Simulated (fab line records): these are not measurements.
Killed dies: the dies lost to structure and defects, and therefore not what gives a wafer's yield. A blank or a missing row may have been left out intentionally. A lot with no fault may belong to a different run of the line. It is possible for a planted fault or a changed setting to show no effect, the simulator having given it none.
What tool caused it? -- flow nand-harc -- 11 lots, 33 wafers sampled, at 4 steps of a route of 1302

## WHAT EACH GAUGE READ, for each wafer
NHARC_P_GATE_CD_MEAS_26 targets a cd of 120 nm.
lot,measured,on,cd-nm (nm)
L648,day 5 05:29,cd-sem-02,119.3 119.7 119.6
L650,day 6 03:40,cd-sem-02,119.6 119.8 120.0
L651,day 6 15:13,cd-sem-03,119.6 120.0 119.1
L653,day 7 16:06,cd-sem-02,119.7 119.8 119.8
L654,day 8 00:47,cd-sem-03,119.9 120.2 120.0
L655,day 8 12:02,cd-sem-01,120.6 120.7 120.2
L656,day 8 20:17,cd-sem-02,121.3 121.0 121.2
L658,day 9 12:07,cd-sem-01,119.2 119.1 119.5
L657,day 9 12:46,cd-sem-01,120.0 119.3 119.7
L659,day 10 02:06,cd-sem-03,120.5 120.0 119.7
L661,day 11 02:58,cd-sem-03,116.8 116.5 116.3

NHARC_P_GATE_INSPECT_28.
lot,measured,on,raw-defect-count
L648,day 5 05:37,defect-inspect-01,10 14 10
L650,day 6 03:47,defect-inspect-01,6 23 4
L651,day 6 15:20,defect-inspect-02,8 10 4
L653,day 7 16:13,defect-inspect-01,7 6 13
L654,day 8 00:54,defect-inspect-01,11 8 6
L655,day 8 12:08,defect-inspect-01,3 7 13
L656,day 8 20:25,defect-inspect-02,8 8 3
L658,day 9 12:14,defect-inspect-01,3 6 3
L657,day 9 12:53,defect-inspect-01,10 7 3
L659,day 10 02:14,defect-inspect-01,6 3 4
L661,day 11 03:05,defect-inspect-01,5 2 4

## EACH LOT AND THE TOOL THAT RAN IT (in order: tool; ch and the chambers of the sampled wafers; start)
lot,NHARC_P_GATE_DESCUM_13,NHARC_P_GATE_EXPOSE_23
L648,"rie-diel-13 ch 0,2, day 4 15:41","arfi-scanner-01 ch 0, day 5 05:21"
L650,"rie-diel-02 ch 1,2, day 5 12:56","arfi-scanner-02 ch 0, day 6 03:32"
L651,"rie-diel-02 ch 0,2,3, day 5 21:34","arfi-scanner-02 ch 0, day 6 15:04"
L653,"rie-diel-02 ch 0,1,2, day 7 00:27","arfi-scanner-01 ch 0, day 7 15:58"
L654,"rie-diel-13 ch 0,3, day 7 08:46","arfi-scanner-03 ch 0, day 8 00:38"
L655,"rie-diel-04 ch 1,2, day 7 22:30","arfi-scanner-03 ch 0, day 8 11:53"
L656,"rie-diel-04 ch 0,1, day 8 06:11","arfi-scanner-01 ch 0, day 8 20:10"
L658,"rie-diel-04 ch 1,3, day 8 20:46","arfi-scanner-02 ch 0, day 9 11:59"
L657,"rie-diel-02 ch 0,3, day 8 20:48","arfi-scanner-03 ch 0, day 9 12:38"
L659,"rie-diel-04 ch 0,1,2, day 9 12:01","arfi-scanner-03 ch 0, day 10 01:58"
L661,"rie-diel-04 ch 1,3, day 10 11:40","arfi-scanner-02 ch 0, day 11 02:49"
- NHARC_P_GATE_DESCUM_13: chemistry O2, time 3 s.
- NHARC_P_GATE_EXPOSE_23: exposes mask P GATE, target cd 120 nm.

## WHAT THE TOOLS THEMSELVES READ (means of the sampled wafers that have a number; where no wafer has one, the mark that the record gives instead)
NHARC_P_GATE_DESCUM_13.
lot,tool,drypump-motor-current-A (A),oes-product-au (a.u.),rf-vpp-V (V),showerhead-plenum-p-Torr (Torr),throttle-valve-pct (%)
L648,rie-diel-13,5.6,1.002,58.1,1.85,11.309
L650,rie-diel-02,5.5,0.988,58.1,2.01,11.315
L651,rie-diel-02,6.2,0.994,58.5,1.98,11.310
L653,rie-diel-02,5.8,0.994,58.4,1.97,11.313
L654,rie-diel-13,5.7,1.007,57.3,1.88,11.313
L655,rie-diel-04,5.3,0.999,57.4,1.95,11.304
L656,rie-diel-04,5.1,1.010,57.4,1.89,11.307
L658,rie-diel-04,5.6,0.997,58.1,1.96,11.308
L657,rie-diel-02,6.0,1.003,57.8,1.97,11.310
L659,rie-diel-04,5.2,1.000,57.8,1.93,11.305
L661,rie-diel-04,5.7,1.004,58.0,1.96,11.311

NHARC_P_GATE_EXPOSE_23.
lot,tool,focus-offset-nm (nm)
L648,arfi-scanner-01,0.3
L650,arfi-scanner-02,0.1
L651,arfi-scanner-02,0.3
L653,arfi-scanner-01,-0.3
L654,arfi-scanner-03,-0.2
L655,arfi-scanner-03,-0.1
L656,arfi-scanner-01,-0.1
L658,arfi-scanner-02,-0.7
L657,arfi-scanner-03,0.3
L659,arfi-scanner-03,0.2
L661,arfi-scanner-02,-0.5

## THE ANSWER, worked out from the rows above alone
Rule: what is usual is taken from the lots themselves. Put in order of their means at a reading, lots are off if they are a third of the lots or fewer, leave a main group of 4 or more, and stand apart from it by a gap of 3 or more times the standard deviation of the main group's means; of several such gaps the widest counts. If all means in a main group match to the digits the tables above print for the reading, that group is not used. A lot without any number at a reading at which 4 lots or more have one is off too. Any other lot the step has rows for is counted as sound. Order of review: gauges by route order, followed by the tools' own readings, for which a lot's mean as printed above is used. The first step at which some lot is off is used, and at that step the reading that is off furthest; a lot without a number counts as furthest.
Off: L661 (NHARC_P_GATE_CD_MEAS_26, cd-nm). The main group: mean 119.9 nm, standard deviation 0.52.
If a tool, at a process step before that reading, ran all the lots that are off and no sound lot after the first of them, it fits. Those tools and the gauges at NHARC_P_GATE_CD_MEAS_26 are tried in the same way. Can't be told from this: 3 tools fit, rie-diel-04 at NHARC_P_GATE_DESCUM_13, arfi-scanner-02 at NHARC_P_GATE_EXPOSE_23, cd-sem-03 at NHARC_P_GATE_CD_MEAS_26.

## WHAT WAS PUT IN BY THE SIMULATOR
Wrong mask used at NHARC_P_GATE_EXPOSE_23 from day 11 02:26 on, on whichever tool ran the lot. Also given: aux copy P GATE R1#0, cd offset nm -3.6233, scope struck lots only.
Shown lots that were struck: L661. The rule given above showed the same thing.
